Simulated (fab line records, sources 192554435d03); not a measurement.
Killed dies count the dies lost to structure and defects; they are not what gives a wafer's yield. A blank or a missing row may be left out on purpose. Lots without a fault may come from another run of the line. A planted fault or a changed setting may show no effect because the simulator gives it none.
Matching of chambers :: flow n5_finfet :: rie_diel-03 running N5_HKMG_FIN_ETCH_86: 4 sister chambers
The step etches SOC in N2/H2, stops on TiN, target depth 393.2 nm. 8 wafers are shown with their chamber, then 8 later ones without.

EACH WAFER AND ITS CHAMBER
wafer: L081.1
chamber: 2
showerhead_plenum_p_Torr (Torr): 2.53
throttle_valve_pct (%): 17.53

wafer: L081.2
chamber: 0
showerhead_plenum_p_Torr (Torr): 2.67
throttle_valve_pct (%): 17.41

wafer: L081.5
chamber: 2
showerhead_plenum_p_Torr (Torr): 2.53
throttle_valve_pct (%): 17.52

wafer: L081.6
chamber: 3
showerhead_plenum_p_Torr (Torr): 2.62
throttle_valve_pct (%): 17.86

wafer: L084.1
chamber: 1
showerhead_plenum_p_Torr (Torr): 2.56
throttle_valve_pct (%): 17.62

wafer: L084.3
chamber: 3
showerhead_plenum_p_Torr (Torr): 2.62
throttle_valve_pct (%): 17.88

wafer: L084.6
chamber: 1
showerhead_plenum_p_Torr (Torr): 2.56
throttle_valve_pct (%): 17.61

wafer: L085.1
chamber: 0
showerhead_plenum_p_Torr (Torr): 2.66
throttle_valve_pct (%): 17.44

WAFERS WITH NO CHAMBER GIVEN
wafer: L085.2
showerhead_plenum_p_Torr (Torr): 2.61
throttle_valve_pct (%): 17.86

wafer: L085.3
showerhead_plenum_p_Torr (Torr): 2.53
throttle_valve_pct (%): 17.53

wafer: L085.4
showerhead_plenum_p_Torr (Torr): 2.56
throttle_valve_pct (%): 17.63

wafer: L085.5
showerhead_plenum_p_Torr (Torr): 2.66
throttle_valve_pct (%): 17.44

wafer: L085.6
showerhead_plenum_p_Torr (Torr): 2.56
throttle_valve_pct (%): 17.62

wafer: L090.1
showerhead_plenum_p_Torr (Torr): 2.61
throttle_valve_pct (%): 17.87

wafer: L090.3
showerhead_plenum_p_Torr (Torr): 2.56
throttle_valve_pct (%): 17.64

wafer: L090.5
showerhead_plenum_p_Torr (Torr): 2.61
throttle_valve_pct (%): 17.90

EACH ONE'S CHAMBER
wafer: L085.2
from the rows above: 3
in truth: 3

wafer: L085.3
from the rows above: 2
in truth: 2

wafer: L085.4
from the rows above: 1
in truth: 1

wafer: L085.5
from the rows above: 0
in truth: 0

wafer: L085.6
from the rows above: 1
in truth: 1

wafer: L090.1
from the rows above: 3
in truth: 3

wafer: L090.3
from the rows above: 1
in truth: 1

wafer: L090.5
from the rows above: 3
in truth: 3
Correctly placed: 8 of 8. Not placeable from these rows: 0. Number placed wrongly: 0.
How it was worked out, from the rows above alone: a wafer's distance from a chamber is the root of the sum, over the readings, of the square of ((its reading less the chamber's mean) divided by the reading's scatter). If the next closest chamber is less than 2 further off than the closest, the wafer can't be placed; otherwise it belongs to the closest. Each chamber's mean is taken over the wafers shown for it. The scatter: the root of (the sum of the squares of (reading less its chamber's mean) over the shown wafers, divided by (wafers less chambers)).
